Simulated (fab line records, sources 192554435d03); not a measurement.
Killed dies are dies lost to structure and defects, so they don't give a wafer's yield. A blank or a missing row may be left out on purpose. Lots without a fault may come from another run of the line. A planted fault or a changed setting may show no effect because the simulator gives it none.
Split-lot experiment | flow n5_finfet | 7 lots, 39 wafers read, on a route of 1938 steps

THE SPLIT
At N5_BEOL_M6_ETCH_62 (etches SOC in N2/H2, target depth 110 nm, overetch 22 nm, time 165 s), the setting time_s was moved away from the recipe's 165 s on 15 of the 39 wafers read, by +17.1% to +57.6%. The other wafers ran this setting at the recipe's value.

FROM THE SPLIT TO THE READING: what the file shows between them, 9 steps
- N5_BEOL_M6_STRIP_68: strips in N2/H2
- N5_BEOL_M6_STRIP_67: strips in CF4
- N5_BEOL_M6_HM_OPEN_17: chemistry Cl2/BCl3, target TiN, target depth 20 nm, overetch 6 nm
- N5_BEOL_M6_STRIP_19: strips in O2
- N5_BEOL_M6_CD_MEAS_18: pitch 80 nm, target cd 40 nm
- N5_BEOL_M6_COAT_63: time 60 s, resist thk 60 nm
- N5_BEOL_M6_COAT_64: time 60 s, resist thk 12 nm
- N5_BEOL_M6_PRECLEAN_42: cleans in residue remover, time 60 s
- N5_BEOL_M6_SRD_43: time 30 s

THE READING
cd_nm, in nm, at N5_BEOL_M6_CD_MEAS_35 (target cd 40 nm, target cd y 28 nm). Fault-free wafers of this fab line usually give 40.0 nm, standard deviation 0.42 nm.

wafer  | tool, chamber at the split | time_s as run, s | against the recipe | cd_nm, nm | against lot-mates on the recipe
L074.1 | rie_diel-06, 2             | 165              | recipe             | 40.0      | -
L074.2 | rie_diel-06, 1             | 220.3            | +33.5%             | 41.3      | +1.2
L074.3 | rie_diel-06, 0             | 220.3            | +33.5%             | 41.7      | +1.6
L074.4 | rie_diel-06, 3             | 165              | recipe             | 40.2      | -
L074.5 | rie_diel-06, 1             | 165              | recipe             | 40.2      | -
L074.6 | rie_diel-06, 2             | 220.3            | +33.5%             | 41.8      | +1.7
L082.1 | rie_diel-06, 2             | 165              | recipe             | 41.0      | -
L082.2 | rie_diel-06, 0             | 165              | recipe             | 40.6      | -
L082.4 | rie_diel-06, 2             | 165              | recipe             | 40.4      | -
L085.1 | rie_diel-04, 0             | 165              | recipe             | 39.3      | -
L085.2 | rie_diel-04, 2,1           | 165              | recipe             | 39.8      | -
L085.3 | rie_diel-04, 2,1           | 165              | recipe             | 39.8      | -
L085.4 | rie_diel-04, 3             | 165              | recipe             | 39.8      | -
L085.5 | rie_diel-04, 2             | 165              | recipe             | 40.3      | -
L085.6 | rie_diel-04, 1             | 165              | recipe             | 39.5      | -
L090.1 | rie_diel-04, 1             | 165              | recipe             | 39.6      | -
L090.2 | rie_diel-04, 2             | 213.5            | +29.4%             | 40.9      | +0.9
L090.3 | rie_diel-04, 3             | 165              | recipe             | 40.2      | -
L090.4 | rie_diel-04, 0             | 213.5            | +29.4%             | 41.8      | +1.8
L090.5 | rie_diel-04, 3             | 165              | recipe             | 40.2      | -
L090.6 | rie_diel-04, 2             | 213.5            | +29.4%             | 41.3      | +1.3
L091.1 | rie_diel-06, 1             | 260              | +57.6%             | 42.0      | +2.0
L091.2 | rie_diel-06, 0             | 165              | recipe             | 39.5      | -
L091.3 | rie_diel-06, 3             | 165              | recipe             | 40.0      | -
L091.4 | rie_diel-06, 2             | 260              | +57.6%             | 41.6      | +1.6
L091.5 | rie_diel-06, 1             | 260              | +57.6%             | 42.5      | +2.5
L091.6 | rie_diel-06, 0             | 165              | recipe             | 40.4      | -
L095.1 | rie_diel-06, 2             | 165              | recipe             | 40.2      | -
L095.2 | rie_diel-06, 1             | 249.6            | +51.3%             | 41.8      | +1.8
L095.3 | rie_diel-06, 0             | 249.6            | +51.3%             | 42.3      | +2.3
L095.4 | rie_diel-06, 0             | 249.6            | +51.3%             | 41.6      | +1.6
L095.5 | rie_diel-06, 1             | 165              | recipe             | 39.9      | -
L095.6 | rie_diel-06, 2             | 165              | recipe             | 39.8      | -
L097.1 | rie_diel-04, 2             | 193.2            | +17.1%             | 40.6      | +0.3
L097.2 | rie_diel-04, 0             | 165              | recipe             | 40.5      | -
L097.3 | rie_diel-04, 3             | 165              | recipe             | 40.2      | -
L097.4 | rie_diel-04, 1             | 193.2            | +17.1%             | 41.4      | +1.1
L097.5 | rie_diel-04, 1             | 193.2            | +17.1%             | 41.0      | +0.7
L097.6 | rie_diel-04, 0             | 165              | recipe             | 40.2      | -
Where a row lists several chambers, the file gives one row for several wafers and doesn't say which wafer went through which chamber.

THE FIT
A straight line over all 39 wafers: cd_nm changes by +0.0369 nm for each +1% of time_s; r = +0.89; the points scatter about the line by 0.39 nm.
The same after taking each lot's own level away (the mean of its wafers on the recipe; 39 wafers): +0.0382 nm for each +1%; r = +0.94; scatter 0.3 nm.
On that fit, the largest move of time_s shifts the reading by 2.2 nm.
The lots' own levels span 39.75 to 40.67 nm, that is 2.2 times the standard deviation above.
So the lot-to-lot level changes the slope little: the two slopes agree.
Check: with one of the wafers moved furthest among these (+57.6%) left out of the fit, the line predicts +2.25 nm for it against its lot-mates. It came out at +2.03 nm against them.

OTHER SPLITS ON THESE WAFERS
These wafers also went through other splits before the reading. Each is held against what the fit with the lots' levels taken away leaves over:
other split on the same wafers       | wafers away from the commonest value | r with cd_nm (lot level and that fit taken away)
N5_SD_EPI_P_EPI_21 epi_growth_time_s | 18                                   | -0.28
N5_BEOL_M0_SAQP_PECVD_00 time_s      | 12                                   | -0.08
N5_BEOL_M1_ILD_DEP_00 time_s         | 15                                   | +0.09

THE WHOLE CHAIN: every reading that the file lists as answering this split, in the file's order
step                  | what it does                                                         | reading                                                                          | change (the file's fit)                   | r (the file's)
N5_BEOL_M6_ETCH_62    | etches SOC in N2/H2, target depth 110 nm, overetch 22 nm, time 165 s | SiARC_of_BEOL_M6_COAT_60.thk_nm (the simulator's own value, which no gauge read) | -0.0662 nm for each +1% of the setting    | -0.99
N5_BEOL_M6_ETCH_62    | etches SOC in N2/H2, target depth 110 nm, overetch 22 nm, time 165 s | BEOL_M6.cd_offset_nm (the simulator's own value, which no gauge read)            | +0.0318 nm for each +1% of the setting    | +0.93
N5_BEOL_M6_HM_OPEN_17 | chemistry Cl2/BCl3, target TiN, target depth 20 nm, overetch 6 nm    | oes_product_au                                                                   | -0.00323 a.u. for each +1% of the setting | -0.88
N5_BEOL_M6_HM_OPEN_17 | chemistry Cl2/BCl3, target TiN, target depth 20 nm, overetch 6 nm    | etch.depth_nm (the simulator's own value, which no gauge read)                   | -0.157 nm for each +1% of the setting     | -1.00
N5_BEOL_M6_CD_MEAS_18 | pitch 80 nm, target cd 40 nm                                         | cd_nm                                                                            | +0.0387 nm for each +1% of the setting    | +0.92
N5_BEOL_M6_CD_MEAS_35 | target cd 40 nm, target cd y 28 nm                                   | cd_nm                                                                            | +0.0387 nm for each +1% of the setting    | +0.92

THE FILE'S OWN FIT
cd_nm changes by +0.0387 nm for each +1% of time_s, r = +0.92.
